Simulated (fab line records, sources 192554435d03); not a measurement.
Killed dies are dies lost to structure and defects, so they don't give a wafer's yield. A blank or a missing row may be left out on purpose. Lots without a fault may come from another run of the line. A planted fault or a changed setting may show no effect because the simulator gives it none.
Problem report in the 8D (eight disciplines) form, filled by code | flow n5_finfet | the parts of the form that need people (team, actions taken, sign-off) are left out

1. THE PROBLEM
killed_at_front_end at N5_PASSIVATION_PROBE_49 reads a mean of 1098 on 3 wafers of 2 lots; wafers without a fault read 38 with a standard deviation of 11. That is +96 standard deviations from the usual mean.
First seen on wafer L954.1, day 16 23:17, on prober-01. The record holds 19 wafers of 7 lots with a number at this step. Rule for "out", or "out of limits": more than 4 standard deviations from the usual mean. The other wafers with a number count as sound.

2. WHAT IT IS AND WHAT IT IS NOT
question                    | is                                              | is not
which readings at this step | killed_at_front_end, killed_dies, killed_on_rim | killed_at_M0_to_M3, killed_at_M4_up, killed_at_contacts, killed_at_other, killed_open, killed_short
which lots                  | L954, L955                                      | L943, L945, L946, L948, L957
which wafers of those lots  | L954.1, L955.1, L955.3                          | L954.2, L954.6, L955.2
read on which tools         | prober-01, prober-02                            | -
when                        | from day 16 23:17                               | up to then (10 sound wafers); but 6 sound wafers of L954, L955, L957 came after

3. SUSPECTS, AND WHAT RULES EACH OUT
Counting: a tool at a process step up to the reading stays a suspect if it ran every lot that is out. Sound lots after the first of them don't rule it out here, since some wafers of a struck lot are sound.
- ald_sin-01 at N5_FIN_SAQP_SPACER1_ALD_24 (deposits SiO2, target thk 20.3 nm, pulse time 1 s, purge time 2 s): kept. It ran every lot that is out, first L954 (day 6 04:20); its last sound lot up to then is L948 (day 4 18:16).
- rie_diel-04 at N5_FIN_SAQP_ETCH_67 (etches SiNx in CH3F/O2, target depth 30 nm): kept. It ran every lot that is out, first L954 (day 6 06:02); its last sound lot up to then is L948 (day 4 19:57).
- Within rie_diel-04 at N5_FIN_SAQP_ETCH_67: the wafers that are out ran in chambers 1, 2; their sound lot-mates ran in chamber 0.
Left after counting: ald_sin-01 at N5_FIN_SAQP_SPACER1_ALD_24, rie_diel-04 at N5_FIN_SAQP_ETCH_67.

4. THE CAUSE (what the simulator had put in)
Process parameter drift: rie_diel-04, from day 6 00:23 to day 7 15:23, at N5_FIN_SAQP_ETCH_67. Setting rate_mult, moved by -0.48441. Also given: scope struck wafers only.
Counting left 2 suspects, and this tool is among them.

5. THE CHAIN OF EFFECTS, in route order
Each row: a reading whose mean over the struck wafers that have a number lies more than 3 standard deviations from the usual. Only readings for which the record gives a usual standard deviation are gone through. hours: the time from each lot's start at the first step in this table that gives one to its start at this step, as a median over the lots. sigmas: the change in usual standard deviations.
hours | step                    | reading             | usual     | on struck wafers | change | sigmas
0     | N5_FIN_SAQP_ETCH_67     | oes_product_au      | 0.78 a.u. | 0.50             | -0.28  | -3.3
256   | N5_PASSIVATION_PROBE_49 | killed_at_front_end | 38        | 1098             | +1060  | +96
256   | N5_PASSIVATION_PROBE_49 | killed_dies         | 103       | 1161             | +1058  | +62
256   | N5_PASSIVATION_PROBE_49 | killed_on_rim       | 13        | 152              | +139   | +35
The process steps in it:
- N5_FIN_SAQP_ETCH_67: etches SiNx in CH3F/O2, target depth 30 nm.
- N5_PASSIVATION_PROBE_49

6. WHAT WOULD HAVE CAUGHT IT SOONER
In this record the first reading out of limits was taken at day 16 23:17, 263 hours after the fault began at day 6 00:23.
Of the tool readings at N5_FIN_SAQP_ETCH_67 for which the record gives a usual standard deviation, none was out on any struck wafer, so an alarm limit of 4 standard deviations on them would not have fired.
All the lots that are out (2) had begun N5_FIN_SAQP_ETCH_67 on rie_diel-04 by day 16 23:17. A hold on the tool at that time would have spared none of them.
